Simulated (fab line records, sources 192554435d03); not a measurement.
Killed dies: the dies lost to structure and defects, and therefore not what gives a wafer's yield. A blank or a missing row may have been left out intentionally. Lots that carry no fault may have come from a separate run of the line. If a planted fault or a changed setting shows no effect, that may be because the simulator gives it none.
Which of the tools did it? :: flow n5Finfet :: 6 lots with 18 wafers sampled at 2 steps, on a route of 1938 steps

## WHAT THE GAUGES READ, wafer by wafer
N5_SD_EPI_N_EPI_MEAS_23.
lot: L454
measured: day 3 17:18
on: filmMetro-01
thkNm (nm): 58.7 56.7 59.4

lot: L458
measured: day 4 17:14
on: filmMetro-01
thkNm (nm): 57.7 59.3 58.8

lot: L466
measured: day 6 18:11
on: filmMetro-02
thkNm (nm): 60.7 57.4 59.6

lot: L470
measured: day 7 17:55
on: filmMetro-02
thkNm (nm): 58.0 58.7 60.1

lot: L473
measured: day 8 11:25
on: filmMetro-02
thkNm (nm): 61.9 57.3 60.7

lot: L475
measured: day 8 23:03
on: filmMetro-01
thkNm (nm): 59.1 59.9 59.8

## EACH LOT AND THE TOOL THAT RAN IT (in order: tool; ch and the chambers of the sampled wafers; start)
lot: L454
N5_SD_EPI_N_SD_RECESS_17: rieSi-02 ch 0,1, day 3 14:34

lot: L458
N5_SD_EPI_N_SD_RECESS_17: rieSi-04 ch 0,1,2, day 4 14:17

lot: L466
N5_SD_EPI_N_SD_RECESS_17: rieSi-03 ch 0,3, day 6 15:29

lot: L470
N5_SD_EPI_N_SD_RECESS_17: rieSi-02 ch 0,1, day 7 14:28

lot: L473
N5_SD_EPI_N_SD_RECESS_17: rieSi-03 ch 0,1,2, day 8 08:41

lot: L475
N5_SD_EPI_N_SD_RECESS_17: rieSi-04 ch 0,1, day 8 20:20
- N5_SD_EPI_N_SD_RECESS_17: chemistry HBr/Cl2/O2, target depth 41 nm, time 23.7 s, bt time 3 s.

## THE ANSWER, worked out from the rows above alone
Rule: usual is defined by the lots themselves. The widest of any qualifying gaps counts: lots, ordered by their means at a reading, are off when they make up no more than a third of the lots, leave a main group of 4 or more, and stand apart from it by 3 or more times the standard deviation of that group's means. The tables above print the reading to a certain number of digits; a main group whose means all agree to those digits is not used. A lot without any number at a reading at which 4 lots or more have one is off too. Any other lot the step has rows for is counted as sound.
Nothing can be told from this: no lot is off at any reading shown.

## WHAT WAS PUT IN BY THE SIMULATOR
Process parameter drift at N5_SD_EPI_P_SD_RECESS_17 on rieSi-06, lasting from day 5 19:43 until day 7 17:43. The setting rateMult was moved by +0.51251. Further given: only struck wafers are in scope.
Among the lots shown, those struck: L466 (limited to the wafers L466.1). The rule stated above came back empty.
